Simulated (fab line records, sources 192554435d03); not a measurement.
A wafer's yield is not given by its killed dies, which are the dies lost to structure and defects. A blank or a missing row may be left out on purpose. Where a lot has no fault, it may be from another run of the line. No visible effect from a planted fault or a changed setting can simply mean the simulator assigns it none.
fab line records	flow n5Finfet
record: lots: 11	wafers: 29	lastDay: 15
route steps=1938 shown DUMMY_REMOVAL@382 BEOL_M4@1088 PASSIVATION@1936
lots untouched by any fault: they come from a run of this same line in which no faults occurred
startH: hours from the record's opening day to when the first of the lot's shown wafers began	waitH: hours since the lot's step before	" identical to the entry in the row above	L1.1+2: a row that stands for several wafers	- either no value or no given start	* or withheld: withheld	< > ~ a bound
route shown NAME@n: a module of which the file shows steps, and the number in the route of the first	usual: the fault-free wafers' mean and standard deviation	same: alike in all rows	chamber/n: place in a boat	sites: each site's reading	_std_site: how widely they spread, as a standard deviation	_edge_site: outer sites' mean less inner sites'	radiusMm: how far each site lies from the wafer's centre	mask NAME#n: copy n	behind: the last tool/chamber to shape the wafer	hold: what put the lot on hold/how long, in hours/how the hold closed	device: which transistor (n, p or np) failed to switch	end of line: tests run on the same wafers once the route is complete	a step without rows: its recipe alone	killed: dies that structure and defects cost at the first sort, which is not the same as the wafer's yield	map: a wafer's dies, x killed, . not, _ none there
set.NAME: the run value of the setting; set.NAME@STEP: its run value at that earlier step	model.NAME: the simulator's own value behind a step, which no gauge read
the route's steps for a sample of lots (tables are steps, rows are wafers)
services: the hour from which a tool's chamber was out of use, counted from the record's first day as startH (under 0 if before that day), plus the number of hours and why
== steps ==
step: N5_DUMMY_REMOVAL_PRECLEAN_08
recipe: chemistry: NF3:NH3	afsCycles: 2	tempC: 30	timeS: 20	sublimationTempC: 180	sublimationTimeS: 60	pressureTorr: 3	rfPowerW: 30
lot.wafer	tool	chamber	startH	waitH
L383.2+3	remotePlasma-01	0	71.13	0.1
L384.3+5+6	remotePlasma-02	1	75.49	0.1
L385.2+6	remotePlasma-02	0	80.51	0.1
L388.3+5+6	remotePlasma-02	0	100.30	0.1
L389.1+4+5	remotePlasma-02	1	106.61	0.0
L390.4+6	remotePlasma-01	1	114.15	0.1
L394.2+3+6	remotePlasma-01	0	138.01	0.1
L396.3+5	remotePlasma-02	0	148.24	0.1
L400.1+3+4	remotePlasma-02	1	170.79	0.0
L401.2+4+6	remotePlasma-02	1	177.82	0.1
L403.2+3+5	remotePlasma-02	0	189.58	0.1
step: N5_BEOL_M4_SPUTTER_81
recipe: material: Cu	targetThkA: 45	tempC: -20	chamberPressurePa: 0.07	powerW: withheld	timeS: 8.29
usual: throttleValvePct: 29.5/1.2
lot.wafer	tool	chamber	startH	waitH	throttleValvePct
L383.2	pvdSputter-02	-	154.40	0.1	28.6
L383.3	"	-	"	"	29.0
L384.3	pvdSputter-01	-	157.23	0.1	27.9
L384.5	"	-	"	"	27.8
L384.6	"	-	"	"	29.6
L385.2	pvdSputter-01	-	160.68	0.1	29.4
L385.6	"	-	"	"	28.0
L388.3	pvdSputter-02	-	185.20	0.1	31.0
L388.5	"	-	"	"	29.0
L388.6	"	-	"	"	28.5
L389.1	pvdSputter-01	-	190.39	0.1	29.0
L389.4	"	-	"	"	29.5
L389.5	"	-	"	"	28.2
L390.4	pvdSputter-02	-	202.26	0.1	31.0
L390.6	"	-	"	"	29.0
L394.2	pvdSputter-01	-	219.83	0.1	28.8
L394.3	"	-	"	"	27.8
L394.6	"	-	"	"	29.0
L396.3	pvdSputter-03	-	233.89	0.1	32.1
L396.5	"	-	"	"	28.7
L400.1	pvdSputter-02	-	251.38	0.1	30.9
L400.3	"	-	"	"	28.7
L400.4	"	-	"	"	29.1
L401.2	pvdSputter-02	-	259.25	0.1	28.8
L401.4	"	-	"	"	28.7
L401.6	"	-	"	"	28.7
L403.2	pvdSputter-02	-	270.78	0.1	28.7
L403.3	"	-	"	"	30.7
L403.5	"	-	"	"	28.7
step: N5_BEOL_M4_THK_MEAS_53
recipe: thkMeasGauge: xrf	reads: Cu_of_BEOL_M4_ECD_50
usual: M4_THK: 39.8/1.5
lot.wafer	tool	chamber	startH	waitH	M4_THK[nm]
L383.2	filmMetro-02	-	156.51	-	40.4
L383.3	"	-	"	"	40.4
L384.3	filmMetro-01	-	159.33	-	41.6
L384.5	"	-	"	"	39.5
L384.6	"	-	"	"	40.8
L385.2	filmMetro-02	-	162.79	-	40.3
L385.6	"	-	"	"	39.2
L388.3	filmMetro-02	-	187.83	-	38.4
L388.5	"	-	"	"	38.0
L388.6	"	-	"	"	39.6
L389.1	filmMetro-01	-	192.50	-	43.7
L389.4	"	-	"	"	40.3
L389.5	"	-	"	"	43.0
L390.4	filmMetro-02	-	204.38	-	39.2
L390.6	"	-	"	"	38.5
L394.2	filmMetro-02	-	221.94	-	41.7
L394.3	"	-	"	"	39.5
L394.6	"	-	"	"	38.9
L396.3	filmMetro-01	-	236.00	-	40.4
L396.5	"	-	"	"	39.2
L400.1	filmMetro-02	-	253.50	-	38.8
L400.3	"	-	"	"	41.3
L400.4	"	-	"	"	40.9
L401.2	filmMetro-02	-	261.36	-	39.4
L401.4	"	-	"	"	39.3
L401.6	"	-	"	"	38.4
L403.2	filmMetro-02	-	273.01	-	42.0
L403.3	"	-	"	"	42.7
L403.5	"	-	"	"	42.7
step: N5_BEOL_M4_INSPECT_59
recipe: inspectInstrument: darkfield	mode: postDep
usual: rawDefectCount: 76/23
lot.wafer	tool	chamber	startH	waitH	rawDefectCount
L383.2	defectInspect-02	-	156.82	0.0	43
L383.3	"	-	"	"	61
L384.3	defectInspect-02	-	159.65	0.0	82
L384.5	"	-	"	"	117
L384.6	"	-	"	"	78
L385.2	defectInspect-01	-	163.07	0.0	95
L385.6	"	-	"	"	99
L388.3	defectInspect-02	-	188.11	0.0	81
L388.5	"	-	"	"	83
L388.6	"	-	"	"	109
L389.1	defectInspect-02	-	192.84	0.0	79
L389.4	"	-	"	"	79
L389.5	"	-	"	"	57
L390.4	defectInspect-01	-	204.70	0.0	81
L390.6	"	-	"	"	62
L394.2	defectInspect-02	-	222.23	0.0	43
L394.3	"	-	"	"	33
L394.6	"	-	"	"	81
L396.3	defectInspect-02	-	236.29	0.0	46
L396.5	"	-	"	"	63
L400.1	defectInspect-01	-	253.79	0.0	54
L400.3	"	-	"	"	67
L400.4	"	-	"	"	52
L401.2	defectInspect-02	-	261.65	0.0	39
L401.4	"	-	"	"	55
L401.6	"	-	"	"	63
L403.2	defectInspect-02	-	273.31	0.0	66
L403.3	"	-	"	"	71
L403.5	"	-	"	"	49
step: N5_BEOL_M4_RC_MEAS_101
usual: DIBL_N: 36.3/1.6	DIBL_P: 36.2/2.1	EOT_N: 10.54/0.11	EOT_P: 10.50/0.1	IGATE_N: 0.0123/0.002	IGATE_P: 0.0037/0.00059	IOFF_N: 0.16/0.031	IOFF_N_85C: 3.1/0.49	IOFF_N_LIN: 0.073/0.012	IOFF_P: 0.21/0.034	IOFF_P_LIN: 0.097/0.013	ION_N: 673/11	ION_P: 461/7.4	SS_N: 71.6/0.55	SS_P: 73.3/0.66	VT_N: 251/3.2	VT_P: -251/3.5
lot.wafer	tool	chamber	startH	waitH	DIBL_N[mV/V]	DIBL_P[mV/V]	EOT_N	EOT_P	IGATE_N[nA/um]	IGATE_P[nA/um]	IOFF_N[nA/um]	IOFF_N_85C[nA/um]	IOFF_N_LIN[nA/um]	IOFF_P[nA/um]	IOFF_P_LIN[nA/um]	ION_N[uA/um]	ION_P[uA/um]	SS_N[mV/dec]	SS_P[mV/dec]	VT_N[mV]	VT_P[mV]
L383.2	prober-02	0	157.00	0.2	36.6	35.7	10.59	10.48	0.0118	0.0036	0.16	3.1	0.072	0.23	0.106	678	469	72.4	73.7	250	-252
L383.3	"	0	"	"	34.4	33.3	10.74	10.55	0.0109	0.0032	0.13	2.6	0.063	0.19	0.092	683	473	71.6	73.3	252	-250
L384.3	prober-02	0	159.98	0.3	36.3	36.0	10.42	10.49	0.0137	0.0041	0.14	2.9	0.069	0.21	0.097	683	471	71.0	73.8	254	-254
L384.5	"	0	"	"	36.8	36.5	10.41	10.43	0.0160	0.0049	0.14	2.9	0.068	0.21	0.096	665	462	71.5	73.4	253	-253
L384.6	"	0	"	"	38.4	37.9	10.68	10.54	0.0115	0.0035	0.17	3.4	0.078	0.25	0.107	676	464	71.2	74.0	250	-251
L385.2	prober-02	0	163.25	0.2	33.4	33.4	10.68	10.50	0.0113	0.0033	0.12	2.5	0.058	0.15	0.077	664	452	70.8	72.9	258	-254
L385.6	"	0	"	"	35.0	36.1	10.72	10.51	0.0118	0.0035	0.15	2.9	0.070	0.20	0.098	661	453	71.6	73.3	249	-251
L388.3	prober-01	0	188.45	0.3	34.0	34.1	10.43	10.36	0.0156	0.0047	0.12	2.5	0.062	0.20	0.101	665	465	70.5	73.1	253	-249
L388.5	"	0	"	"	35.5	35.7	10.55	10.49	0.0130	0.0039	0.15	2.9	0.068	0.21	0.105	666	461	70.8	73.2	251	-247
L388.6	"	0	"	"	32.7	32.4	10.54	10.57	0.0122	0.0037	0.11	2.2	0.054	0.18	0.093	669	468	70.6	72.9	256	-252
L389.1	prober-01	0	192.87	0.0	39.4	39.1	10.55	10.63	0.0102	0.0030	0.25	4.3	0.099	0.27	0.119	681	460	72.0	74.2	244	-247
L389.4	"	0	"	"	39.9	40.1	10.47	10.61	0.0114	0.0033	0.24	4.2	0.098	0.28	0.121	683	461	72.9	74.2	245	-247
L389.5	"	0	"	"	40.0	39.6	10.44	10.46	0.0123	0.0036	0.26	4.6	0.103	0.28	0.121	683	464	72.5	73.5	246	-248
L390.4	prober-01	0	205.19	0.5	34.9	34.1	10.68	10.51	0.0097	0.0028	0.12	2.5	0.059	0.17	0.083	655	452	70.8	72.7	253	-255
L390.6	"	0	"	"	36.1	35.5	10.57	10.61	0.0102	0.0030	0.14	2.8	0.065	0.18	0.084	669	454	71.9	72.6	255	-254
L394.2	prober-01	0	222.41	0.2	35.0	33.8	10.62	10.60	0.0099	0.0030	0.13	2.5	0.062	0.17	0.080	672	456	70.8	72.5	256	-254
L394.3	"	0	"	"	37.7	36.7	10.56	10.45	0.0112	0.0033	0.19	3.6	0.085	0.21	0.096	676	456	72.4	73.1	249	-251
L394.6	"	0	"	"	43.0	41.6	13.20	13.13	0.0005	0.0001	0.26	4.7	0.121	0.31	0.146	631	433	72.8	74.0	247	-247
L396.3	prober-01	0	236.62	0.3	38.2	37.3	10.67	10.57	0.0098	0.0030	0.17	3.2	0.075	0.19	0.089	673	450	72.4	73.8	249	-257
L396.5	"	0	"	"	35.9	35.5	10.52	10.45	0.0124	0.0037	0.14	2.7	0.064	0.17	0.081	669	451	70.9	72.5	252	-256
L400.1	prober-02	0	253.81	0.0	36.2	33.6	10.56	10.65	0.0100	0.0030	0.13	2.6	0.062	0.19	0.091	663	451	71.1	72.5	253	-255
L400.3	"	0	"	"	38.6	36.5	10.47	10.43	0.0125	0.0038	0.18	3.3	0.076	0.23	0.104	679	464	71.7	73.8	252	-248
L400.4	"	0	"	"	35.8	33.4	10.60	10.66	0.0107	0.0033	0.13	2.6	0.063	0.19	0.089	653	456	71.4	73.3	253	-254
L401.2	prober-01	0	261.83	0.2	37.7	38.2	10.59	10.59	0.0120	0.0035	0.18	3.4	0.082	0.22	0.100	687	465	71.7	73.5	249	-252
L401.4	"	0	"	"	37.0	36.0	10.39	10.49	0.0131	0.0039	0.15	3.0	0.071	0.20	0.093	668	461	72.2	73.6	250	-255
L401.6	"	0	"	"	38.1	37.4	10.45	10.50	0.0116	0.0033	0.19	3.5	0.083	0.23	0.105	676	464	72.0	73.1	250	-248
L403.2	prober-01	0	273.49	0.2	36.9	37.1	10.37	10.34	0.0154	0.0045	0.16	3.2	0.073	0.18	0.086	670	454	71.6	73.1	251	-258
L403.3	"	0	"	"	33.8	33.7	10.27	10.25	0.0168	0.0049	0.11	2.3	0.056	0.13	0.070	662	446	70.9	72.7	256	-262
L403.5	"	0	"	"	36.6	37.1	10.38	10.31	0.0169	0.0049	0.16	3.1	0.072	0.17	0.081	682	459	71.5	73.2	249	-258
step: N5_PASSIVATION_PROBE_49
usual: defectLimitedYield: 91.5/1.5	killed_at_M0_to_M3: 32/9.4	killed_at_M4_up: 12/5.1	killedAtContacts: 11/7.4	killedAtFrontEnd: 41/11	killedAtOther: 3.4/2.5	killedDies: 100/17	killedOpen: 65/14	killedShort: 33/7	sort_bin_4_leakage: 0.00/0.01	sort_bin_5_function: 4.9/0.96	sort_bin_6_memory: 3.1/0.7	sort_bin_8_speed: 0.00/0.01	sortNPass: 1080/17	sortYieldPct: 91.5/1.5
same: grossDies: 1180	killedAtBackSide: 0
lot.wafer	tool	chamber	startH	waitH	defectLimitedYield[%]	killed_at_M0_to_M3	killed_at_M4_up	killedAtContacts	killedAtFrontEnd	killedAtOther	killedDies	killedOpen	killedShort	sort_bin_4_leakage[%]	sort_bin_5_function[%]	sort_bin_6_memory[%]	sort_bin_8_speed[%]	sortNPass	sortYieldPct[%]
L394.2	prober-02	-	317.66	0.1	89.7	39	19	20	44	0	122	83	39	0	5.4	4.3	0	1058	89.7
L394.3	prober-02	-	317.71	0.1	90.4	45	14	18	35	1	113	80	33	0	5.2	4.0	0	1067	90.4
L394.6	prober-02	-	317.86	0.3	89.5	44	13	13	54	0	124	85	37	0.08	5.8	4.7	15.42	873	74.0
killed by level:class
L394.2 MOL_CONTACT_COAG:geometricParticle:open=14 STI_FIN_REVEAL:geometricParticle:open=9 BEOL_M0_SAQP:geometricParticle:short=7 BEOL_M2:geometricParticle:open=7 BEOL_M4:geometricParticle:open=7 DUMMY_GATE:geometricParticle:open=6 MOL_CONTACT_COAG:geometricParticle:short=6 FIN_SAQP:geometricParticle:short=5
L394.3 MOL_CONTACT_COAG:geometricParticle:open=15 BEOL_M3:geometricParticle:open=12 BEOL_M1:geometricParticle:open=11 FIN_SAQP:geometricParticle:open=10 STI_FIN_REVEAL:geometricParticle:open=8 BEOL_M0_SAQP:geometricParticle:short=5 BEOL_M0_SAQP:geometricParticle:open=5 BEOL_M1:geometricParticle:short=5
L394.6 FIN_SAQP:geometricParticle:open=13 MOL_CONTACT_COAG:geometricParticle:open=13 BEOL_M1:geometricParticle:open=11 BEOL_M1:geometricParticle:short=8 STI_FIN_REVEAL:geometricParticle:open=7 ILD0:geometricParticle:open=7 BEOL_M0_SAQP:geometricParticle:short=7 BEOL_M2:geometricParticle:open=5
== services ==
tool	chamber	startH	hours	kind
remotePlasma-02	-	86.41	0.3	repair
pvdSputter-03	-	116.95	1.2	repair
== key ==
firstSign: step: N5_BEOL_M4_RC_MEAS_101	reading: EOT_P	direction: up	sigmas: 26	usual: 10.50	struck: 13.13
effect: step: N5_BEOL_M4_RC_MEAS_101	reading: EOT_N	direction: up	sigmas: 24	usual: 10.54	struck: 13.20
effect: step: N5_BEOL_M4_RC_MEAS_101	reading: IGATE_N	direction: down	sigmas: 6	usual: 0.0123	struck: 0.0005
effect: step: N5_BEOL_M4_RC_MEAS_101	reading: IGATE_P	direction: down	sigmas: 6	usual: 0.0037	struck: 0.0001
effect: step: N5_BEOL_M4_RC_MEAS_101	reading: DIBL_N	direction: up	sigmas: 4.3	usual: 36.3	struck: 43.0
effect: step: N5_BEOL_M4_RC_MEAS_101	reading: IOFF_N_LIN	direction: up	sigmas: 4.2	usual: 0.073	struck: 0.121
effect: step: N5_BEOL_M4_RC_MEAS_101	reading: IOFF_P_LIN	direction: up	sigmas: 3.8	usual: 0.097	struck: 0.146
effect: step: N5_BEOL_M4_RC_MEAS_101	reading: ION_P	direction: down	sigmas: 3.8	usual: 461	struck: 433
effect: step: N5_BEOL_M4_RC_MEAS_101	reading: ION_N	direction: down	sigmas: 3.7	usual: 673	struck: 631
effect: step: N5_BEOL_M4_RC_MEAS_101	reading: IOFF_N_85C	direction: up	sigmas: 3.4	usual: 3.1	struck: 4.7
effect: step: N5_BEOL_M4_RC_MEAS_101	reading: IOFF_N	direction: up	sigmas: 3.4	usual: 0.16	struck: 0.26
effect: step: N5_PASSIVATION_PROBE_49	reading: sort_bin_8_speed	direction: up	sigmas: 99+	usual: 0.00	struck: 15.42
metAt N5_DUMMY_REMOVAL_PRECLEAN_08
struckLots L394
struckWafers L394.6
notActingAt N5_BEOL_M4_SPUTTER_81,N5_BEOL_M4_THK_MEAS_53,N5_BEOL_M4_INSPECT_59
onsetBetween 114.15 138.01
fault: kind: processParameterDrift	tool: remotePlasma-01	chamber: -	onsetH: 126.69	steps: N5_DUMMY_REMOVAL_PRECLEAN_08	channel: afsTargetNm	offset: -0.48	shape: step	endH: 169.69	scope: struckWafersOnly	actsIn: theseRecipesOnly	stated: 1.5
